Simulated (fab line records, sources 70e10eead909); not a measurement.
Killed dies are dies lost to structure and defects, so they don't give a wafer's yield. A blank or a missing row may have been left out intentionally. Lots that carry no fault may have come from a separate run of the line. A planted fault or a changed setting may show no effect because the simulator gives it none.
Which tool did it?	flow nand harc	69 wafers from 23 lots sampled at 6 of the route's 1302 steps

WHAT EACH GAUGE READ, for each wafer
The record holds no reading of a measuring or inspecting step that can be judged against a usual standard deviation.

WHAT TOOL EACH LOT RAN ON (gives the tool, then ch and the chambers of the sampled wafers, and finally the start)
lot	NHARC_A_STAIRCASE_HM_DEP_456	NHARC_A_STAIRCASE_DESCUM_270	NHARC_A_STAIRCASE_ETCH_452	NHARC_A_STAIRCASE_STRIP_476	NHARC_A_STAIRCASE_DESCUM_443	NHARC_A_STAIRCASE_CMP_450
L074	acl dep-02 ch 0, day 15 22:26	rie diel-03 ch 2,3, day 16 01:19	rie diel-01 ch 0,1, day 16 17:11 or earlier	rie diel-03 ch 0,3, day 16 17:11	rie diel-03 ch 2,3, day 18 12:55	cmp-03 ch 0,1,3, day 18 18:13
L075	acl dep-02 ch 0, day 16 17:01	rie diel-01 ch 0,1,3, day 16 19:54	rie diel-03 ch 0,3, day 17 14:24 or earlier	rie diel-01 ch 0,2,3, day 17 14:24	rie diel-03 ch 1,2, day 19 09:46	cmp-03 ch 2,3, day 19 15:03
L076	acl dep-03 ch 0, day 17 06:35	rie diel-07 ch 1,3, day 17 09:08	rie diel-07 ch 1,2, day 18 01:33 or earlier	rie diel-01 ch 1,3, day 18 01:33	rie diel-03 ch 0,2,3, day 19 20:36	cmp-01 ch 0,1,2, day 20 01:52
L077	acl dep-03 ch 0, day 17 23:41	rie diel-03 ch 1,2,3, day 18 02:48	rie diel-01 ch 1,2,3, day 18 19:45 or earlier	rie diel-01 ch 1,3, day 18 19:45	rie diel-03 ch 0,1,2, day 20 12:09	cmp-04 ch 0,3, day 20 18:28
L078	acl dep-03 ch 0, day 18 06:47	rie diel-03 ch 1,2,3, day 18 08:55	rie diel-03 ch 0,1, day 19 01:39 or earlier	rie diel-01 ch 0,3, day 19 01:39	rie diel-01 ch 1,2,3, day 20 12:20	cmp-01 ch 0,1,2, day 20 17:35
L080	acl dep-01 ch 0, day 18 14:50	rie diel-07 ch 1,2,3, day 18 17:02	rie diel-01 ch 0,2, day 19 08:13 or earlier	rie diel-07 ch 0,1,2, day 19 08:13	rie diel-03 ch 0,2,3, day 20 21:32	cmp-03 ch 2,3, day 21 03:50
L079	acl dep-02 ch 0, day 18 20:04	rie diel-07 ch 0,1, day 18 22:31	rie diel-01 ch 0,2, day 19 18:13 or earlier	rie diel-03 ch 0,1,3, day 19 18:13	rie diel-07 ch 0,1,2, day 21 13:16	cmp-01 ch 1,3, day 21 18:31
L082	acl dep-02 ch 0, day 19 20:28	rie diel-07 ch 0,1,3, day 19 23:22	rie diel-07 ch 0,1, day 20 16:07 or earlier	rie diel-01 ch 0,2,3, day 20 16:07	rie diel-03 ch 2,3, day 22 09:07	cmp-04 ch 1,3, day 22 14:24
L083	acl dep-03 ch 0, day 20 15:04	rie diel-03 ch 1,2,3, day 20 17:12	rie diel-01 ch 0,1,3, day 21 12:36 or earlier	rie diel-07 ch 0,3, day 21 12:36	rie diel-07 ch 0,1,3, day 23 00:01	cmp-03 ch 0,1,2, day 23 05:17
L085	acl dep-01 ch 0, day 21 00:26	rie diel-07 ch 0,1,3, day 21 03:07	rie diel-01 ch 0,1, day 21 23:15 or earlier	rie diel-01 ch 1,2,3, day 21 23:15	rie diel-03 ch 0,2,3, day 23 10:40	cmp-01 ch 0,1, day 23 15:55
L084	acl dep-02 ch 0, day 21 02:55	rie diel-07 ch 0,2, day 21 05:29	rie diel-03 ch 1,2,3, day 22 00:59 or earlier	rie diel-03 ch 0,1,3, day 22 00:59	rie diel-01 ch 0,2,3, day 23 10:49	cmp-04 ch 1,2,3, day 23 16:04
L086	acl dep-01 ch 0, day 21 10:05	rie diel-03 ch 1,2, day 21 12:11	rie diel-07 ch 1,3, day 22 07:40 or earlier	rie diel-03 ch 0,1, day 22 07:40	rie diel-03 ch 0,2,3, day 23 21:44	cmp-01 ch 1,2, day 24 02:58
L088	acl dep-01 ch 0, day 21 20:26	rie diel-07 ch 0,3, day 21 23:02	rie diel-07 ch 0,1,2, day 22 16:30 or earlier	rie diel-01 ch 1,2,3, day 22 16:30	rie diel-07 ch 0,1,3, day 24 10:28	cmp-03 ch 0,1,2, day 24 15:46
L087	acl dep-02 ch 0, day 21 21:49	rie diel-01 ch 0,2,3, day 22 00:46	rie diel-03 ch 1,3, day 22 20:20 or earlier	rie diel-03 ch 0,3, day 22 20:20	rie diel-01 ch 0,1, day 24 17:12	cmp-03 ch 0,1,2, day 24 22:30
L089	acl dep-01 ch 0, day 22 01:56	rie diel-01 ch 2,3, day 22 04:27	rie diel-01 ch 0,3, day 22 20:55 or earlier	rie diel-07 ch 0,1, day 22 20:55	rie diel-03 ch 0,2,3, day 24 17:22	cmp-01 ch 1,2,3, day 24 22:39
L090	acl dep-01 ch 0, day 22 16:20	rie diel-01 ch 1,2,3, day 22 19:11	rie diel-03 ch 0,1, day 23 11:41 or earlier	rie diel-07 ch 0,2, day 23 11:41	rie diel-01 ch 0,2, day 25 06:03	cmp-03 ch 1,2, day 25 11:22
L091	acl dep-02 ch 0, day 23 02:31	rie diel-07 ch 1,3, day 23 05:23	rie diel-07 ch 0,2, day 23 21:30 or earlier	rie diel-03 ch 0,3, day 23 21:30	rie diel-07 ch 0,2,3, day 25 05:53	cmp-04 ch 0,1, day 25 11:06
L093	acl dep-02 ch 0, day 24 00:20	rie diel-01 ch 0,1,3, day 24 03:05	rie diel-03 ch 0,1,2, day 25 00:31 or earlier	rie diel-07 ch 0,1,3, day 25 00:31	rie diel-03 ch 0,1,3, day 26 16:47	cmp-04 ch 0,2,3, day 26 22:10
L092	acl dep-03 ch 0, day 24 00:51	rie diel-01 ch 0,1,3, day 24 03:40	rie diel-03 ch 0,1,2, day 25 01:23 or earlier	rie diel-03 ch 0,2,3, day 25 01:23	rie diel-07 ch 0,2, day 26 16:37	cmp-01 ch 0,2, day 26 21:52
L094	acl dep-03 ch 0, day 24 12:16	rie diel-07 ch 1,3, day 24 14:59	rie diel-01 ch 0,1, day 25 08:40 or earlier	rie diel-03 ch 1,2,3, day 25 08:40	rie diel-03 ch 0,1,3, day 27 00:33	cmp-04 ch 0,1,2, day 27 05:49
L095	acl dep-03 ch 0, day 24 22:13	rie diel-07 ch 1,3, day 25 00:55	rie diel-03 ch 1,2,3, day 25 19:02 or earlier	rie diel-01 ch 1,2, day 25 19:02	rie diel-01 ch 0,3, day 27 10:56	cmp-01 ch 0,1,3, day 27 16:16
L096	acl dep-02 ch 0, day 25 20:14	rie diel-01 ch 0,1, day 25 22:38	rie diel-01 ch 1,3, day 26 17:30 or earlier	rie diel-01 ch 1,3, day 26 17:30	rie diel-03 ch 2,3, day 28 07:37	cmp-04 ch 1,3, day 28 12:53
L097	acl dep-02 ch 0, day 26 06:50	rie diel-03 ch 0,1,3, day 26 09:32	rie diel-01 ch 0,1,3, day 27 02:44 or earlier	rie diel-07 ch 2,3, day 27 02:44	rie diel-07 ch 1,2,3, day 28 16:58	cmp-01 ch 1,2,3, day 28 22:24
- NHARC_A_STAIRCASE_HM_DEP_456: deposits aC, target thk 3100 nm.
- NHARC_A_STAIRCASE_DESCUM_270: chemistry O2, time 3 s.
- NHARC_A_STAIRCASE_ETCH_452: etches the open film in CF4/O2, target depth 30 nm, overetch 3 nm, time 16.5 s.
- NHARC_A_STAIRCASE_STRIP_476: strips in O2, time 20 s.
- NHARC_A_STAIRCASE_DESCUM_443: chemistry O2, time 3 s.
- NHARC_A_STAIRCASE_CMP_450: polishes SiO2, target thk 200 nm.

WHAT THE TOOLS THEMSELVES READ (means of the sampled wafers that have a number; where no wafer has one, the mark that the record gives instead)
NHARC_A_STAIRCASE_HM_DEP_456.
lot	tool	throttle valve pct (%)
L074	acl dep-02	35.004
L075	acl dep-02	35.006
L076	acl dep-03	35.004
L077	acl dep-03	35.001
L078	acl dep-03	34.990
L080	acl dep-01	34.997
L079	acl dep-02	35.000
L082	acl dep-02	34.996
L083	acl dep-03	35.003
L085	acl dep-01	35.005
L084	acl dep-02	35.001
L086	acl dep-01	34.997
L088	acl dep-01	35.004
L087	acl dep-02	34.998
L089	acl dep-01	34.998
L090	acl dep-01	35.004
L091	acl dep-02	35.005
L093	acl dep-02	35.001
L092	acl dep-03	35.002
L094	acl dep-03	35.010
L095	acl dep-03	34.998
L096	acl dep-02	35.000
L097	acl dep-02	35.000

NHARC_A_STAIRCASE_DESCUM_270.
lot	tool	drypump motor current A (A)	oes product au (a.u.)	rf vpp V (V)	showerhead plenum p Torr (Torr)	throttle valve pct (%)
L074	rie diel-03	5.9	1.006	57.8	1.86	11.306
L075	rie diel-01	5.4	0.987	57.8	1.92	11.311
L076	rie diel-07	5.6	1.004	58.0	1.86	11.312
L077	rie diel-03	6.1	1.006	56.9	1.88	11.309
L078	rie diel-03	6.1	1.010	57.5	1.88	11.311
L080	rie diel-07	5.7	1.020	58.1	1.92	11.318
L079	rie diel-07	5.8	1.005	58.4	1.95	11.311
L082	rie diel-07	5.7	1.011	58.4	1.95	11.315
L083	rie diel-03	6.1	1.004	58.4	1.98	11.302
L085	rie diel-07	5.7	1.000	57.6	1.95	11.319
L084	rie diel-07	5.9	1.002	58.2	1.99	11.315
L086	rie diel-03	6.2	0.983	58.1	2.04	11.313
L088	rie diel-07	5.9	1.004	58.4	2.03	11.309
L087	rie diel-01	5.1	1.006	57.4	1.87	11.315
L089	rie diel-01	5.1	1.001	57.1	1.80	11.312
L090	rie diel-01	5.4	1.013	57.6	1.82	11.312
L091	rie diel-07	5.5	1.015	57.8	1.85	11.313
L093	rie diel-01	5.3	0.992	58.0	1.90	11.316
L092	rie diel-01	5.4	0.998	58.1	1.90	11.318
L094	rie diel-07	5.6	1.006	58.1	1.85	11.321
L095	rie diel-07	5.6	1.009	56.9	1.85	11.316
L096	rie diel-01	5.4	1.006	58.1	1.96	11.311
L097	rie diel-03	5.6	1.018	58.1	1.90	11.308

NHARC_A_STAIRCASE_ETCH_452.
lot	tool	drypump motor current A (A)	oes product au (a.u.)	rf vpp V (V)	showerhead plenum p Torr (Torr)	throttle valve pct (%)
L074	rie diel-01	5.7	0.988	199.1	1.35	13.396
L075	rie diel-03	5.1	1.012	197.2	1.32	13.398
L076	rie diel-07	5.8	1.022	198.6	1.34	13.404
L077	rie diel-01	5.5	0.996	196.8	1.28	13.391
L078	rie diel-03	5.3	1.008	197.2	1.33	13.403
L080	rie diel-01	5.2	1.009	199.1	1.36	13.391
L079	rie diel-01	5.3	1.002	196.8	1.30	13.404
L082	rie diel-07	5.6	1.001	196.4	1.30	13.395
L083	rie diel-01	5.4	1.004	197.2	1.33	13.392
L085	rie diel-01	5.4	0.992	198.9	1.38	13.396
L084	rie diel-03	6.1	1.015	198.0	1.38	13.402
L086	rie diel-07	5.6	1.001	197.5	1.29	13.405
L088	rie diel-07	5.8	1.003	197.9	1.34	13.386
L087	rie diel-03	6.0	1.023	198.0	1.34	13.390
L089	rie diel-01	5.0	1.006	197.3	1.31	13.400
L090	rie diel-03	5.3	1.001	197.0	1.33	13.404
L091	rie diel-07	5.9	0.992	199.4	1.40	13.406
L093	rie diel-03	5.8	1.005	198.3	1.37	13.395
L092	rie diel-03	5.8	0.999	198.5	1.37	13.400
L094	rie diel-01	5.7	0.998	197.8	1.34	13.402
L095	rie diel-03	6.1	1.010	198.4	1.37	13.400
L096	rie diel-01	5.7	0.989	197.0	1.29	13.392
L097	rie diel-01	5.4	1.006	197.3	1.32	13.397

NHARC_A_STAIRCASE_STRIP_476.
lot	tool	drypump motor current A (A)	oes product au (a.u.)	rf vpp V (V)	showerhead plenum p Torr (Torr)	throttle valve pct (%)
L074	rie diel-03	5.5	1.014	57.1	3.49	17.039
L075	rie diel-01	5.2	0.996	57.8	3.48	17.032
L076	rie diel-01	5.3	0.998	57.4	3.41	17.037
L077	rie diel-01	5.4	1.002	58.1	3.40	17.035
L078	rie diel-01	5.0	0.989	56.8	3.48	17.036
L080	rie diel-07	5.7	1.010	58.8	3.56	17.033
L079	rie diel-03	5.6	1.014	57.4	3.53	17.027
L082	rie diel-01	5.1	0.999	57.1	3.46	17.036
L083	rie diel-07	5.9	0.989	57.7	3.73	17.040
L085	rie diel-01	5.5	1.010	57.2	3.37	17.031
L084	rie diel-03	5.6	1.020	58.6	3.52	17.032
L086	rie diel-03	5.8	1.009	58.4	3.57	17.039
L088	rie diel-01	5.5	1.001	57.4	3.37	17.042
L087	rie diel-03	5.5	1.027	58.0	3.47	17.031
L089	rie diel-07	5.6	0.994	56.8	3.43	17.042
L090	rie diel-07	5.9	0.997	58.7	3.65	17.036
L091	rie diel-03	5.1	1.002	57.4	3.46	17.025
L093	rie diel-07	5.7	0.995	58.3	3.56	17.044
L092	rie diel-03	5.6	1.005	57.3	3.57	17.033
L094	rie diel-03	6.1	1.009	58.3	3.62	17.026
L095	rie diel-01	5.9	0.991	57.8	3.57	17.031
L096	rie diel-01	5.4	1.002	57.5	3.37	17.038
L097	rie diel-07	5.8	1.016	57.7	3.65	17.039

NHARC_A_STAIRCASE_DESCUM_443.
lot	tool	drypump motor current A (A)	oes product au (a.u.)	rf vpp V (V)	showerhead plenum p Torr (Torr)	throttle valve pct (%)
L074	rie diel-03	5.9	1.010	57.2	1.85	11.305
L075	rie diel-03	6.2	1.001	58.0	1.84	11.310
L076	rie diel-03	5.6	1.010	57.3	1.85	11.305
L077	rie diel-03	5.8	0.991	58.1	1.98	11.315
L078	rie diel-01	5.5	1.002	57.7	1.82	11.306
L080	rie diel-03	5.6	1.001	57.9	1.94	11.310
L079	rie diel-07	5.8	0.998	58.4	1.93	11.319
L082	rie diel-03	5.9	1.021	58.3	1.94	11.309
L083	rie diel-07	5.7	1.000	57.5	1.94	11.308
L085	rie diel-03	5.6	1.008	59.1	1.94	11.309
L084	rie diel-01	5.2	0.998	57.8	1.87	11.304
L086	rie diel-03	5.6	1.000	58.2	1.94	11.314
L088	rie diel-07	5.7	1.000	57.0	1.94	11.313
L087	rie diel-01	5.4	1.000	58.6	1.97	11.320
L089	rie diel-03	5.6	1.010	56.7	1.94	11.317
L090	rie diel-01	5.2	1.009	57.3	2.04	11.320
L091	rie diel-07	5.9	0.995	58.1	2.00	11.306
L093	rie diel-03	5.7	1.014	57.7	1.90	11.303
L092	rie diel-07	5.9	0.991	58.5	2.00	11.306
L094	rie diel-03	5.6	1.007	58.1	1.89	11.307
L095	rie diel-01	5.0	1.003	57.8	1.87	11.314
L096	rie diel-03	6.1	1.002	57.9	1.99	11.320
L097	rie diel-07	5.7	0.984	58.5	2.01	11.312

NHARC_A_STAIRCASE_CMP_450.
lot	tool	motor current A (A)	slurry filter dp kPa (kPa)
L074	cmp-03	11.4	13.37
L075	cmp-03	11.0	13.43
L076	cmp-01	11.1	13.55
L077	cmp-04	14.0	13.49
L078	cmp-01	11.6	13.53
L080	cmp-03	10.4	13.47
L079	cmp-01	11.9	13.49
L082	cmp-04	12.3	13.49
L083	cmp-03	10.8	13.56
L085	cmp-01	11.3	13.44
L084	cmp-04	12.0	13.43
L086	cmp-01	11.7	13.53
L088	cmp-03	10.7	13.43
L087	cmp-03	10.9	13.51
L089	cmp-01	11.8	13.50
L090	cmp-03	10.1	13.42
L091	cmp-04	14.1	13.57
L093	cmp-04	12.7	13.48
L092	cmp-01	11.3	13.45
L094	cmp-04	13.6	13.44
L095	cmp-01	12.3	13.48
L096	cmp-04	12.2	13.54
L097	cmp-01	12.2	13.46

THE ANSWER, worked out from the rows above alone
Rule: usual is defined by the lots themselves. The widest of any qualifying gaps counts: lots, ordered by their means at a reading, are off when they make up no more than a third of the lots, leave a main group of 4 or more, and stand apart from it by 3 or more times the standard deviation of that group's means. A main group whose means are all the same, to the digits that the tables above print for the reading, isn't used. Also off: a lot with no number at a reading for which 4 or more lots have one. All remaining lots with rows at the step are treated as sound. After the gauges, taken in route order, come the tools' own readings; for these a lot's mean is taken, as printed above. The first step at which some lot is off is used, and at that step the reading that is off furthest; a lot without a number counts as furthest.
Across all readings shown, no lot is off: no conclusion can be drawn from this.

WHAT HAD BEEN PUT IN BY THE SIMULATOR
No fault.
